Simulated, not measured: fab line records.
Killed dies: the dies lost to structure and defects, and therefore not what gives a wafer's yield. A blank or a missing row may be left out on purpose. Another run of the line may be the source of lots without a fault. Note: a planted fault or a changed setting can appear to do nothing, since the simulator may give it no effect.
Matching of chambers || flow nandHarc || NHARC_A_CHANNEL_FILL_D2_ALD_25 on aldHk-03: 4 sister chambers
The step deposits SiOx, target thk 60 nm, pulse time 10 s, ald cycles 600. 8 wafers are shown with their chamber, then 10 later ones without.

## WAFERS PAIRED WITH THEIR CHAMBERS
{"wafer": "L078.6", "chamber": 0, "heaterPowerW (W)": 544, "precursorPulseHeightRel": 0.987}
{"wafer": "L080.5", "chamber": 2, "heaterPowerW (W)": 413, "precursorPulseHeightRel": 0.973}
{"wafer": "L082.2", "chamber": 0, "heaterPowerW (W)": 535, "precursorPulseHeightRel": 0.971}
{"wafer": "L082.4", "chamber": 3, "heaterPowerW (W)": 439, "precursorPulseHeightRel": 0.981}
{"wafer": "L087.3", "chamber": 3, "heaterPowerW (W)": 464, "precursorPulseHeightRel": 0.989}
{"wafer": "L087.6", "chamber": 1, "heaterPowerW (W)": 370, "precursorPulseHeightRel": 1.042}
{"wafer": "L089.3", "chamber": 1, "heaterPowerW (W)": 359, "precursorPulseHeightRel": 1.012}
{"wafer": "L089.4", "chamber": 2, "heaterPowerW (W)": 404, "precursorPulseHeightRel": 1.005}

## WAFERS WHOSE CHAMBER IS MISSING
{"wafer": "L089.5", "heaterPowerW (W)": 548, "precursorPulseHeightRel": 1.020}
{"wafer": "L091.2", "heaterPowerW (W)": 360, "precursorPulseHeightRel": 0.993}
{"wafer": "L091.4", "heaterPowerW (W)": 446, "precursorPulseHeightRel": 1.005}
{"wafer": "L091.6", "heaterPowerW (W)": 371, "precursorPulseHeightRel": 0.991}
{"wafer": "L092.2", "heaterPowerW (W)": 422, "precursorPulseHeightRel": 1.010}
{"wafer": "L092.3", "heaterPowerW (W)": 450, "precursorPulseHeightRel": 0.985}
{"wafer": "L092.5", "heaterPowerW (W)": 549, "precursorPulseHeightRel": 0.997}
{"wafer": "L097.3", "heaterPowerW (W)": 370, "precursorPulseHeightRel": 0.975}
{"wafer": "L097.5", "heaterPowerW (W)": 424, "precursorPulseHeightRel": 1.013}
{"wafer": "L097.6", "heaterPowerW (W)": 448, "precursorPulseHeightRel": 1.005}

## CHAMBER TAKEN BY EACH
{"wafer": "L089.5", "from the rows above": 0, "in truth": 0}
{"wafer": "L091.2", "from the rows above": 1, "in truth": 1}
{"wafer": "L091.4", "from the rows above": 3, "in truth": 3}
{"wafer": "L091.6", "from the rows above": "can't be placed: 1 or 2", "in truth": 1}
{"wafer": "L092.2", "from the rows above": "can't be placed: 2 or 3", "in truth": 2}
{"wafer": "L092.3", "from the rows above": 3, "in truth": 3}
{"wafer": "L092.5", "from the rows above": 0, "in truth": 0}
{"wafer": "L097.3", "from the rows above": "can't be placed: 1 or 2", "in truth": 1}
{"wafer": "L097.5", "from the rows above": "can't be placed: 2 or 3", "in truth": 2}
{"wafer": "L097.6", "from the rows above": 3, "in truth": 3}
Correctly placed: 6 of 10. These rows do not allow placing 4 (true chamber among the candidates in 4). Number placed wrongly: 0.
How it was worked out, from the rows above alone: a wafer's distance from a chamber is the root of the sum, over the readings, of the square of ((its reading less the chamber's mean) divided by the reading's scatter). The wafer belongs to the nearest chamber; if the next one is less than 2 further off, it can't be placed. For every chamber, the mean is computed from those of its wafers that are shown. How the scatter is found: for the shown wafers, subtract from each reading the mean of its chamber, square and add these, divide the total by (wafers less chambers), then take the root.
